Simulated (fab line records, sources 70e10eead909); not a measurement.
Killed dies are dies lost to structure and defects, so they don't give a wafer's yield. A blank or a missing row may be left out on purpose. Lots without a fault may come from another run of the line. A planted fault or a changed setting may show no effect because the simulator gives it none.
A struck lot beside a sound one | flow nand_harc | 24 steps out of a route of 1302
Sound: wafers L823.2, L823.3, L823.5. Struck: wafer L839.4. (L839.3 of the same lot was not struck and is left out.) The cause comes at the end.
At each step with rows: each side's tool, then ch and its chambers, then its first start. Under that, the readings that differ: sound wafers | struck wafers | difference of the means | sigmas: that difference in standard deviations of wafers without a fault.
alike: readings whose means differ by less than 2 such deviations, and words and numbers that are the same on both sides. not compared: withheld readings, readings that some wafer has no value for, bounds like >300 that may hide the same value, and numbers for which the record gives no deviation and whose values overlap.
The two part at a step that has a row with sigmas, a row that says differs or no value, or rows on one side only. Numbers that don't overlap but have no deviation are shown without sigmas and don't part them. A reading that every wafer of one side lacks parts them only if that side has two wafers or more.

NHARC_A_M0_INSPECT_27:
  sound on defect_inspect-01, day 24 01:35; struck on defect_inspect-01, day 31 00:13
  alike: raw_defect_count
NHARC_A_M0_PRE_CLEAN_31: time 12 s.
  sound on pecvd-01 ch 0,1,2, day 24 01:39; struck on pecvd-03 ch 2, day 31 00:17
  alike: heater_power_w, rf_fwd_power_W
NHARC_A_M0_DEP_32: deposits SiCN, target thk 30 nm.
  sound on pecvd-01 ch 0,1,2, day 24 01:44; struck on pecvd-03 ch 2, day 31 00:22
  alike: heater_power_w, rf_fwd_power_W
then, 8 steps without rows for these wafers: NHARC_A_M1_DEP_00 (deposits SiOC, target thk 182.5 nm); NHARC_A_M1_DEHYDRATE_01 (time 120 s); NHARC_A_M1_HMDS_02 (time 30 s); NHARC_A_M1_COAT_34 (time 65 s); NHARC_A_M1_COAT_03 (resist thk 90 nm); NHARC_A_M1_SOFTBAKE_04 (time 55 s); NHARC_A_M1_EBR_05; NHARC_A_M1_EXPOSE_06 (exposes mask A M1, target cd 120 nm).
NHARC_A_M1_PEB_07: peb time 65 s.
  sound on litho_track-06 ch 0, day 24 02:53; struck on litho_track-06 ch 0, day 31 01:32
then, 1 step without rows for these wafers: NHARC_A_M1_DEVELOP_08 (develop time 35 s).
NHARC_A_M1_CD_MEAS_09: target cd 120 nm.
  sound on cd_sem-02 ch 0, day 24 02:59; struck on cd_sem-01 ch 0, day 31 01:37
  reading    | sound             | struck | difference | sigmas
  cd_nm (nm) | 120.1 120.6 120.5 | 124.1  | +3.7       | +6
NHARC_A_M1_OVL_MEAS_10: pitch 240 nm.
  sound on overlay-02, day 24 03:04; struck on overlay-01, day 31 01:42
  alike: overlay_x_nm, overlay_y_nm
NHARC_A_M1_INSPECT_11:
  sound on defect_inspect-01, day 24 03:06; struck on defect_inspect-02, day 31 01:44
  alike: raw_defect_count
NHARC_A_M1_DESCUM_14: chemistry O2, time 3 s.
  sound on rie_diel-02 ch 1,3, day 24 03:10; struck on rie_diel-02 ch 1, day 31 01:48
  reading               | sound             | struck | difference | sigmas
  model.A_M1.cd_nm (nm) | 118.6 120.2 119.3 | 123.7  | +4.3       |
  alike: drypump_motor_current_A, oes_product_au, rf_vpp_V, showerhead_plenum_p_Torr, throttle_valve_pct
  not compared: rf_hours_counter_h
NHARC_A_M1_ETCH_35: etches the open film in N2/H2, target depth 40 nm, overetch 12 nm, time 43.94 s.
  sound on rie_diel-02 ch 2,3, day 24 03:15; struck on rie_diel-02 ch 1, day 31 01:54
  alike: drypump_motor_current_A, oes_product_au, rf_fwd_power_W, rf_vpp_V, showerhead_plenum_p_Torr, throttle_valve_pct
  not compared: rf_hours_counter_h
NHARC_A_M1_ETCH_15: etches the open film in C4F8/Ar, target depth 182.5 nm, time 91.2 s.
  sound on rie_diel-02 ch 1,3; struck on rie_diel-02 ch 1
  alike: oes_product_au, rf_fwd_power_W, rf_vpp_V
  not compared: rf_hours_counter_h
NHARC_A_M1_CD_MEAS_16:
  sound on cd_sem-03, day 24 03:28; struck on cd_sem-03, day 31 02:09
  reading    | sound             | struck | difference | sigmas
  cd_nm (nm) | 119.1 120.1 119.4 | 123.3  | +3.8       | +5
NHARC_A_M1_STRIP_18: strips in N2/H2.
  sound on rie_diel-02 ch 1,2,3, day 24 03:34; struck on rie_diel-04 ch 3, day 31 02:15
  alike: drypump_motor_current_A, oes_product_au, rf_fwd_power_W, rf_vpp_V, showerhead_plenum_p_Torr, throttle_valve_pct
  not compared: rf_hours_counter_h
NHARC_A_M1_ETCH_28: etches the open film in CF4/N2, target depth 30 nm, time 72.99 s.
  sound on rie_diel-02 ch 1,2,3; struck on rie_diel-04 ch 2
  reading               | sound             | struck | difference | sigmas
  model.A_M1.cd_nm (nm) | 118.4 118.9 119.4 | 122.4  | +3.5       |
  alike: drypump_motor_current_A, oes_product_au, rf_fwd_power_W, rf_vpp_V, showerhead_plenum_p_Torr, throttle_valve_pct
  not compared: rf_hours_counter_h
then, 2 steps without rows for these wafers: NHARC_A_M1_STRIP_19 (strips in post etch residue remover, time 600 s); NHARC_END_SORT_01.

WHERE THEY PART
First at NHARC_A_M1_CD_MEAS_09; last, within this record, at NHARC_A_M1_CD_MEAS_16. Later steps at which nothing parts them and some readings are alike: NHARC_A_M1_STRIP_18, NHARC_A_M1_ETCH_28.

WHY: what the simulator had put in
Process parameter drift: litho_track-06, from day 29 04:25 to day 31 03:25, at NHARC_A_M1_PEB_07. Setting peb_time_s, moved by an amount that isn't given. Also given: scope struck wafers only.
